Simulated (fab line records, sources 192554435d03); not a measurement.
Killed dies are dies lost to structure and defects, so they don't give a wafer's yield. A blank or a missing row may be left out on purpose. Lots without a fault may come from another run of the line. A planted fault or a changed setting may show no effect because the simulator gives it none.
Split-lot experiment | flow n5_finfet | 7 lots, 39 wafers read, on a route of 1938 steps

THE SPLIT
At N5_FIN_SAQP_HM_DEP_03 (deposits SiNx from SiH4/NH3/N2, target thk 38 nm, time 33.6 s), the setting target_thk_a was moved away from the recipe's 380 angstrom on 15 of the 39 wafers read, by -11.8% to +6.5%. The other wafers ran this setting at the recipe's value.

The reading is taken at the split's own step.

THE READING
SiNx_of_FIN_SAQP_HM_DEP_03.thk_nm (the simulator's own value, which no gauge read), in nm, at N5_FIN_SAQP_HM_DEP_03 (deposits SiNx from SiH4/NH3/N2, target thk 38 nm, time 33.6 s). The file gives no usual value for it. The 24 wafers here that ran the recipe average 38.08 nm, standard deviation 0.56 nm.

wafer  | tool, chamber at the split | target_thk_a as run, angstrom | against the recipe | SiNx_of_FIN_SAQP_HM_DEP_03.thk_nm, nm | against lot-mates on the recipe
L074.2 | pecvd-04, 2                | 380                           | recipe             | 37.63                                 | -
L074.4 | pecvd-04, 2                | 380                           | recipe             | 38.43                                 | -
L074.6 | pecvd-04, 0                | 380                           | recipe             | 38.3                                  | -
L079.1 | pecvd-04, 1,0              | 380                           | recipe             | 37.88                                 | -
L079.2 | pecvd-04, 1,0              | 380                           | recipe             | 37.88                                 | -
L079.3 | pecvd-04, 2                | 358.3                         | -5.7%              | 36.06                                 | -2.33
L079.4 | pecvd-04, 0                | 358.3                         | -5.7%              | 36.32                                 | -2.07
L079.5 | pecvd-04, 1                | 358.3                         | -5.7%              | 36.57                                 | -1.82
L079.6 | pecvd-04, 2                | 380                           | recipe             | 39.4                                  | -
L083.1 | pecvd-04, 2                | 335.3                         | -11.8%             | 33.94                                 | -4.46
L083.2 | pecvd-04, 0                | 380                           | recipe             | 37.83                                 | -
L083.3 | pecvd-04, 1                | 380                           | recipe             | 37.99                                 | -
L083.4 | pecvd-04, 0                | 335.3                         | -11.8%             | 34.26                                 | -4.14
L083.5 | pecvd-04, 2                | 380                           | recipe             | 39.39                                 | -
L083.6 | pecvd-04, 1                | 335.3                         | -11.8%             | 33.72                                 | -4.68
L085.1 | pecvd-04, 2                | 402.1                         | +5.8%              | 40.31                                 | +2.35
L085.2 | pecvd-04, 1                | 380                           | recipe             | 37.73                                 | -
L085.3 | pecvd-04, 0                | 380                           | recipe             | 37.92                                 | -
L085.4 | pecvd-04, 0                | 402.1                         | +5.8%              | 40.91                                 | +2.95
L085.5 | pecvd-04, 2                | 380                           | recipe             | 38.24                                 | -
L085.6 | pecvd-04, 1                | 402.1                         | +5.8%              | 40.61                                 | +2.65
L087.1 | pecvd-01, 2                | 380                           | recipe             | 38.24                                 | -
L087.2 | pecvd-01, 0                | 380                           | recipe             | 37.38                                 | -
L087.3 | pecvd-01, 1                | 380                           | recipe             | 37.05                                 | -
L087.4 | pecvd-01, 0                | 380                           | recipe             | 38.14                                 | -
L087.5 | pecvd-01, 1                | 380                           | recipe             | 38.32                                 | -
L087.6 | pecvd-01, 2                | 380                           | recipe             | 38.43                                 | -
L088.1 | pecvd-02, 2                | 380                           | recipe             | 37.53                                 | -
L088.2 | pecvd-02, 1                | 404.6                         | +6.5%              | 39.76                                 | +2.07
L088.3 | pecvd-02, 0                | 380                           | recipe             | 37.64                                 | -
L088.4 | pecvd-02, 2                | 404.6                         | +6.5%              | 40.64                                 | +2.95
L088.5 | pecvd-02, 1                | 404.6                         | +6.5%              | 40.67                                 | +2.98
L088.6 | pecvd-02, 0                | 380                           | recipe             | 37.9                                  | -
L094.1 | pecvd-04, 0                | 395.1                         | +4.0%              | 39.11                                 | +0.90
L094.2 | pecvd-04, 2                | 395.1                         | +4.0%              | 39.42                                 | +1.21
L094.3 | pecvd-04, 1                | 380                           | recipe             | 37.43                                 | -
L094.4 | pecvd-04, 0                | 380                           | recipe             | 38.35                                 | -
L094.5 | pecvd-04, 2                | 380                           | recipe             | 38.85                                 | -
L094.6 | pecvd-04, 1                | 395.1                         | +4.0%              | 39.82                                 | +1.61
Where a row lists several chambers, the file gives one row for several wafers and doesn't say which wafer went through which chamber.

THE FIT
A straight line over all 39 wafers: SiNx_of_FIN_SAQP_HM_DEP_03.thk_nm changes by +0.356 nm for each +1% of target_thk_a; r = +0.96; the points scatter about the line by 0.51 nm.
The same after taking each lot's own level away (the mean of its wafers on the recipe; 39 wafers): +0.387 nm for each +1%; r = +0.97; scatter 0.47 nm.
On that fit, the largest move of target_thk_a shifts the reading by 4.6 nm.
The lots' own levels span 37.690 to 38.403 nm, that is 1.3 times the standard deviation above.
So the lot-to-lot level changes the slope little: the two slopes agree.
Check: with one of the wafers moved furthest among these (-11.8%) left out of the fit, the line predicts -4.52 nm for it against its lot-mates. It came out at -4.46 nm against them.

THE WHOLE CHAIN: every reading that the file lists as answering this split, in the file's order
step                    | what it does                                                  | reading                                                                            | change (the file's fit)               | r (the file's)
N5_FIN_SAQP_HM_DEP_03   | deposits SiNx from SiH4/NH3/N2, target thk 38 nm, time 33.6 s | SiNx_of_FIN_SAQP_HM_DEP_03.thk_nm (the simulator's own value, which no gauge read) | +0.387 nm for each +1% of the setting | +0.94
N5_FIN_SAQP_THK_MEAS_05 |                                                               | thk_nm                                                                             | withheld for each +1% of the setting  | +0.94

THE FILE'S OWN FIT
SiNx_of_FIN_SAQP_HM_DEP_03.thk_nm changes by +0.387 nm for each +1% of target_thk_a, r = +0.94.
